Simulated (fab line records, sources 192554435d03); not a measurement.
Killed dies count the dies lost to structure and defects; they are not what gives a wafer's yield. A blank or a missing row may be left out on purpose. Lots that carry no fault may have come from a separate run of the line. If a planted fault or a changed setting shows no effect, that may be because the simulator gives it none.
Matching of chambers	flow n5-finfet	N5_BEOL_M1_ALD_98 on ald-sin-02 has 4 sister chambers
The step deposits SiO2, target thk 2.5 nm, pulse time 1 s, co reactant pulse time 1 s. 27 wafers are shown with their chamber, then 12 later ones without.

== WAFERS, EACH WITH ITS CHAMBER ==
wafer	chamber	heater-power-w (W)	precursor-pulse-height-rel
L077.2	3	88	0.996
L077.3	0	74	0.981
L077.6	2	79	1.002
L079.3	3	87	1.012
L079.4	1	70	0.999
L079.6	0	73	0.981
L082.1	0	75	1.030
L082.2	1	68	1.047
L082.3	3	85	1.001
L084.1	1	68	1.048
L084.2	0	74	0.984
L084.3	3	84	0.969
L084.4	3	85	1.004
L084.5	1	67	1.011
L084.6	0	75	1.020
L085.3	3	86	0.992
L085.4	0	75	0.998
L085.6	3	87	0.986
L086.1	0	76	1.007
L086.4	1	68	1.028
L086.5	2	77	0.999
L087.2	2	79	1.050
L087.5	3	87	0.993
L087.6	2	80	0.989
L088.3	2	78	0.998
L088.4	0	74	1.008
L088.6	1	67	0.959

SIGNATURES (averages over the wafers above)
reading	chamber 0	chamber 1	chamber 2	chamber 3	scatter within a chamber
heater-power-w	74.50	68.00	78.60	86.12	1.14
precursor-pulse-height-rel	1.00113	1.01533	1.00760	0.99412	0.0224
Rule: a wafer's distance from a chamber is the root of the sum, over the readings, of the square of ((its reading less the chamber's mean) divided by the reading's scatter). If the next closest chamber is less than 2 further off than the closest, the wafer can't be placed; otherwise it belongs to the closest. How the scatter is found: for the shown wafers, subtract from each reading the mean of its chamber, square and add these, divide the total by (wafers less chambers), then take the root.

== WAFERS WITHOUT THEIR CHAMBER ==
wafer	heater-power-w (W)	precursor-pulse-height-rel
L089.1	77	1.029
L089.2	74	0.998
L089.3	69	1.017
L089.4	85	0.974
L089.5	67	0.992
L089.6	75	0.973
L090.2	68	1.013
L090.4	87	1.013
L090.6	69	0.994
L097.2	73	1.000
L097.4	87	0.990
L097.6	86	0.997

== EACH ONE'S CHAMBER ==
wafer	from the rows above	in truth
L089.1	can't be placed: 2 or 0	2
L089.2	0	0
L089.3	1	1
L089.4	3	3
L089.5	1	1
L089.6	0	0
L090.2	1	1
L090.4	3	3
L090.6	1	1
L097.2	0	0
L097.4	3	3
L097.6	3	3
Correct placement for 11 of the 12. These rows do not allow placing 1 (true chamber among the candidates in 1). Wrongly placed: 0.
